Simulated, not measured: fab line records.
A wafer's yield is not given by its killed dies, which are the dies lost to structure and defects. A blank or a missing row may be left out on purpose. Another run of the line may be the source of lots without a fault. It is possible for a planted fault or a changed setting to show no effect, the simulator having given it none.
Comparing a struck lot with a sound one :: flow n5-finfet :: 38 out of 1938 route steps
Sound: wafers L143.1, L143.2, L143.6. Wafers L147.3, L147.4, L147.6 were the ones struck. The cause is given at the end.
For every step that has rows: the tool of each side, followed by ch and its chambers, followed by its first start. Under that, the readings that differ: sound wafers :: struck wafers :: difference of the means :: sigmas: that difference in standard deviations of wafers without a fault.
alike: readings whose means differ by less than 2 such deviations, and words and numbers that are the same on both sides. not compared: withheld readings, readings that some wafer has no value for, bounds like >300 that may hide the same value, and numbers for which the record gives no deviation and whose values overlap.
Wherever a step has rows on one side only, a row that says differs or no value, or a row with sigmas, the two part there. Numbers that don't overlap but have no deviation are shown without sigmas and don't part them. A reading that every wafer of one side lacks parts them only if that side has two wafers or more.

first, 9 steps without rows for these wafers: N5_MOL_CONTACT_COAG_SPUTTER_130 (material Co, target thk 47.5 nm); N5_MOL_CONTACT_COAG_PRECLEAN_125 (cleans in DIW, time 57.5 s); N5_MOL_CONTACT_COAG_SRD_126 (dry time 32 s); N5_MOL_CONTACT_COAG_CMP_23 (polishes, stops on SiO2, t overpolish 1.5 s, target thk 0 nm); N5_MOL_CONTACT_COAG_WET_ETCH_26 (target Co, target depth 13 nm); N5_MOL_CONTACT_COAG_WET_ETCH_116 (etches the open film in SC1-inhibited, target depth 4.6 nm, rinse time 30 s); N5_MOL_CONTACT_COAG_ALD_27 (deposits SiOC, target thk 17 nm, pulse time 1.5 s, time 2720 s); N5_MOL_CONTACT_COAG_CMP_28 (polishes, stops on SiNx, t overpolish 0.85 s, target thk 14.522 nm); N5_MOL_CONTACT_COAG_ALD_123 (deposits SiNx, target thk 5 nm, pulse time 1 s, purge time 2 s).
N5_MOL_CONTACT_COAG_PECVD_31: deposits SiO2 from TEOS/O2, target thk 46 nm, time 8.9 s.
  sound on pecvd-01 ch 0,1, day 9 00:57; struck on pecvd-03 ch 0,1, day 10 06:04
  alike: susceptor-temp-C
then, 25 steps without rows for these wafers: N5_MOL_CONTACT_COAG_COAT_75 (time 60 s, resist thk 60 nm); N5_MOL_CONTACT_COAG_COAT_76 (time 60 s, resist thk 10 nm); N5_MOL_CONTACT_COAG_COAT_77 (time 60 s, resist thk 10 nm); N5_MOL_CONTACT_COAG_COAT_78 (resist thk 40 nm); N5_MOL_CONTACT_COAG_EBR_80; N5_MOL_CONTACT_COAG_SOFTBAKE_79 (time 60 s); N5_MOL_CONTACT_COAG_EXPOSE_81 (exposes mask VG, defocus 0 nm); N5_MOL_CONTACT_COAG_PEB_82 (peb time 60 s); N5_MOL_CONTACT_COAG_DEVELOP_83 (develop time 30 s); N5_MOL_CONTACT_COAG_DESCUM_88 (chemistry O2, time 7 s); N5_MOL_CONTACT_COAG_ETCH_89 (etches underlayer in N2/H2, target depth 13 nm, time 10.4 s); N5_MOL_CONTACT_COAG_ETCH_90 (etches SiARC in CF4, target depth 13 nm, time 21.7 s); N5_MOL_CONTACT_COAG_ALD_131 (deposits SiO2, target thk 5 nm, pulse time 1 s, co reactant pulse time 1 s); N5_MOL_CONTACT_COAG_ETCHBACK_132 (etches SiO2 in CHF3, target depth 10 nm, time 6.7 s); N5_MOL_CONTACT_COAG_ETCH_91 (etches SOC in N2/H2, target depth 60 nm, overetch 21 nm, time 101.2 s); N5_MOL_CONTACT_COAG_STRIP_92 (strips in N2/H2); N5_MOL_CONTACT_COAG_STRIP_93 (strips in N2/H2); N5_MOL_CONTACT_COAG_ETCHBACK_135 (etches SiO2 in CHF3, target depth 25 nm, time 16.7 s); N5_MOL_CONTACT_COAG_STRIP_118 (strips in CHF3); N5_MOL_CONTACT_COAG_VIA_ETCH_46 (etches SiO2 in C4F6/O2, target depth 46 nm, overetch 9.2 nm, time 40 s); N5_MOL_CONTACT_COAG_STRIP_96 (strips in N2/H2); N5_MOL_CONTACT_COAG_ETCH_47 (etches SiNx in CH3F/O2, stops on W, target depth 27 nm); N5_MOL_CONTACT_COAG_STRIP_119 (strips in N2/H2, time 30 s); N5_MOL_CONTACT_COAG_PRECLEAN_144 (cleans in alkaline clean, time 60 s); N5_MOL_CONTACT_COAG_SRD_145 (time 30 s).
N5_MOL_CONTACT_COAG_THK_MEAS_53:
  sound on film-metro-01 at day 9 04:35; struck on film-metro-02 at day 10 09:50
reading: VIA_MOL_THK (nm)
sound: 42.1 42.6 43.4
struck: 34.6 34.3 34.6
difference: -8.2
sigmas: -10
-- a jump in the record: the struck wafers' starts before and after are 4 days apart (it breaks off in module MOL_CONTACT_COAG and resumes in module BEOL_M4, where the first step shown is number 1111 of the route) --
N5_BEOL_M4_RC_MEAS_101:
  sound on prober-01 ch 0, day 13 03:00; struck on prober-01 ch 0, day 14 07:25
  alike: DIBL_N, DIBL_P, IOFF_N, IOFF_P, ION_N, ION_P, SS_N, SS_P, VT_N, VT_P
-- here the record skips 5 days between the struck wafers' starts before and after, leaving off in module BEOL_M4 and picking up in module PASSIVATION (first step shown: number 1936 of the route) --
N5_PASSIVATION_PROBE_49:
  only the struck wafers here have rows in the record (prober-02, day 19 06:38); the sound ones have none

== WHERE THEY PART ==
Last at N5_PASSIVATION_PROBE_49 as far as this record goes, first at N5_MOL_CONTACT_COAG_THK_MEAS_53.

WHY: the cause the simulator had injected
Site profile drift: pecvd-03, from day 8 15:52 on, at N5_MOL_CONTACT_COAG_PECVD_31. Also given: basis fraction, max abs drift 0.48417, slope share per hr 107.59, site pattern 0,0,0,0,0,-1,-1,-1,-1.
